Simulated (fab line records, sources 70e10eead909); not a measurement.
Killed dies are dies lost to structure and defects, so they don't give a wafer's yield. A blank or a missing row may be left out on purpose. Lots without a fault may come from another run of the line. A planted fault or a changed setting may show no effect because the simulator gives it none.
Which tool did it? | flow nand_harc | 6 lots, 18 wafers sampled, at 5 steps of a route of 1159

WHAT THE GAUGES READ, wafer by wafer
NHARC_END_SORT_01.
lot | measured | on | killed_at_array

WHICH TOOL RAN EACH LOT (tool, then ch and the chambers of the sampled wafers, then the start)
lot  | NHARC_A_STAIRCASE_STRIP_205          | NHARC_A_STAIRCASE_DESCUM_219       | NHARC_A_STAIRCASE_ETCH_223                    | NHARC_A_STAIRCASE_ETCH_227
L461 | plasma_asher-01 ch 0,1, day 12 01:46 | rie_diel-13 ch 0,1,3, day 12 04:02 | rie_diel-13 ch 2,3, day 12 05:43 or earlier   | rie_diel-13 ch 0,1, day 12 05:43
L465 | plasma_asher-02 ch 0,1, day 13 02:51 | rie_diel-05 ch 1,2,3, day 13 04:24 | rie_diel-05 ch 1,2,3, day 13 05:27 or earlier | rie_diel-05 ch 0,1, day 13 05:27
L468 | plasma_asher-01 ch 0,1, day 13 09:47 | rie_diel-13 ch 1,2, day 13 11:15   | rie_diel-13 ch 0,1,3, day 13 12:22 or earlier | rie_diel-13 ch 0,1,3, day 13 12:22
L476 | plasma_asher-02 ch 0, day 15 04:16   | rie_diel-08 ch 0,2, day 15 05:44   | rie_diel-08 ch 1,3, day 15 06:48 or earlier   | rie_diel-08 ch 1,3, day 15 06:48
L479 | plasma_asher-01 ch 0, day 16 00:55   | rie_diel-05 ch 1,3, day 16 02:16   | rie_diel-05 ch 2,3, day 16 03:23 or earlier   | rie_diel-05 ch 0,1,2, day 16 03:23
L481 | plasma_asher-02 ch 0,1, day 16 12:43 | rie_diel-05 ch 0,1,3, day 16 14:01 | rie_diel-05 ch 1,3, day 16 16:22 or earlier   | rie_diel-05 ch 0,1,2, day 16 16:22
- NHARC_A_STAIRCASE_STRIP_205: strips in O2.
- NHARC_A_STAIRCASE_DESCUM_219: chemistry O2, time 3 s.
- NHARC_A_STAIRCASE_ETCH_223: etches the open film in C4F8/O2, target depth 100 nm, time 40.5 s.
- NHARC_A_STAIRCASE_ETCH_227: etches the open film in C4F8/O2, target depth 100 nm, time 40.5 s.

THE ANSWER, worked out from the rows above alone
Rule: what is usual is taken from the lots themselves. Put in order of their means at a reading, lots are off if they are a third of the lots or fewer, leave a main group of 4 or more, and stand apart from it by a gap of 3 or more times the standard deviation of the main group's means; of several such gaps the widest counts. A main group whose means are all the same, to the digits that the tables above print for the reading, isn't used. A lot without any number at a reading at which 4 lots or more have one is off too. The other lots that the step has rows for count as sound.
No lot is off at any reading shown: from this, nothing can be told.

WHAT THE SIMULATOR HAD PUT IN
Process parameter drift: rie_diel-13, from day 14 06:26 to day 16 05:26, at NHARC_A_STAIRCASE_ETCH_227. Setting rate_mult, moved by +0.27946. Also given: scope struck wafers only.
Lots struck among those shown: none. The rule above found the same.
